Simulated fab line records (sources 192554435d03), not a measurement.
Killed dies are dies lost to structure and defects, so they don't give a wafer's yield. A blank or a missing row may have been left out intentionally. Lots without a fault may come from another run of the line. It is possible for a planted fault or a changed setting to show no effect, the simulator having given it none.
Code-filled problem report in 8D (eight disciplines) form ; flow n5_finfet ; the parts of the form that need people (team, actions taken, sign-off) are left out

== 1. THE PROBLEM ==
run_length_s at N5_MOL_CONTACT_COAG_ALD_27 reads a mean of 4417.8 s on 4 wafers of 3 lots; wafers without a fault read 2769.7 s with a standard deviation of 0.4. So: +99 or more standard deviations from the usual mean.
The step: deposits SiOC, target thk 17 nm, pulse time 1.5 s, time 2720 s.
Seen first at day 9 16:17 on ald_sin-02, wafer L846.4. Wafers with a number at this step in the record: 27, from 10 lots. By rule, "out" or "out of limits" means more than 4 standard deviations away from the usual mean. The rest of the wafers with a number are treated as sound.

== 2. WHAT IT IS, AND WHAT IT ISN'T ==
question;is;is not
which readings at this step;run_length_s;heater_power_w, precursor_pulse_height_rel
which lots;L846, L848, L849;L828, L829, L832, L833, L839, L840, L851
which wafers of those lots;L846.4, L848.4, L849.1, L849.4;L846.6, L848.6
read on which tools;ald_sin-02;ald_sin-01
when;from day 9 16:17;"up to then (19 sound wafers); but 4 sound wafers of L848, L851 came after"

== 3. THE SUSPECTS, EACH WITH WHAT RULES IT OUT ==
Counting: any tool at a process step up to the reading remains a suspect provided it ran every lot that is out. Sound lots after the first of them don't rule it out here, since some wafers of a struck lot are sound.
- rie_diel-05 at N5_MOL_CONTACT_COAG_ETCH_105 (etches SiARC in CF4, target depth 15.6 nm, time 26 s): kept. Ran every lot that is out, first one L846 (day 9 08:47); last sound lot up to then L840 (day 7 21:49).
- ald_sin-02 at N5_MOL_CONTACT_COAG_ALD_27 (deposits SiOC, target thk 17 nm, pulse time 1.5 s, time 2720 s): kept. Ran every lot that is out, first one L846 (day 9 16:17); last sound lot up to then L840 (day 8 03:54). Its own readings are out on those wafers: run_length_s.
Remaining after the count are rie_diel-05 at N5_MOL_CONTACT_COAG_ETCH_105 and ald_sin-02 at N5_MOL_CONTACT_COAG_ALD_27.

== 4. THE CAUSE (what the simulator had put in) ==
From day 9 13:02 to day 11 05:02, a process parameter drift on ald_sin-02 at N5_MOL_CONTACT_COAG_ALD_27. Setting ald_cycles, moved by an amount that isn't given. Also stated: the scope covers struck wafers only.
2 suspects survive the count, and this tool is in that group.

== 5. THE EFFECT CHAIN, in route order ==
Rows list readings where the struck wafers' mean (over those with a number) sits beyond 3 standard deviations from the usual. Readings are gone through only where the record gives a usual standard deviation; hours: the median, over the lots, of the time from a lot's start at the first step in this table giving one to that lot's start at this step; sigmas: the change measured in usual standard deviations.
hours;step;reading;usual;on struck wafers;change;sigmas
0;N5_MOL_CONTACT_COAG_ALD_27;run_length_s;2769.7 s;4417.8;+1648.1;+99 or more
Its process steps:
- N5_MOL_CONTACT_COAG_ALD_27: deposits SiOC, target thk 17 nm, pulse time 1.5 s, time 2720 s.
Later measuring or inspecting steps at which every struck wafer that the step has a row for has a number for every such reading, and none has moved that far: N5_MOL_CONTACT_COAG_INSPECT_57, N5_BEOL_M4_RC_MEAS_101.

== 6. HOW IT WOULD HAVE BEEN CAUGHT EARLIER ==
In this record the first reading out of limits was taken at day 9 16:17, 3 hours after the fault began at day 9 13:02.
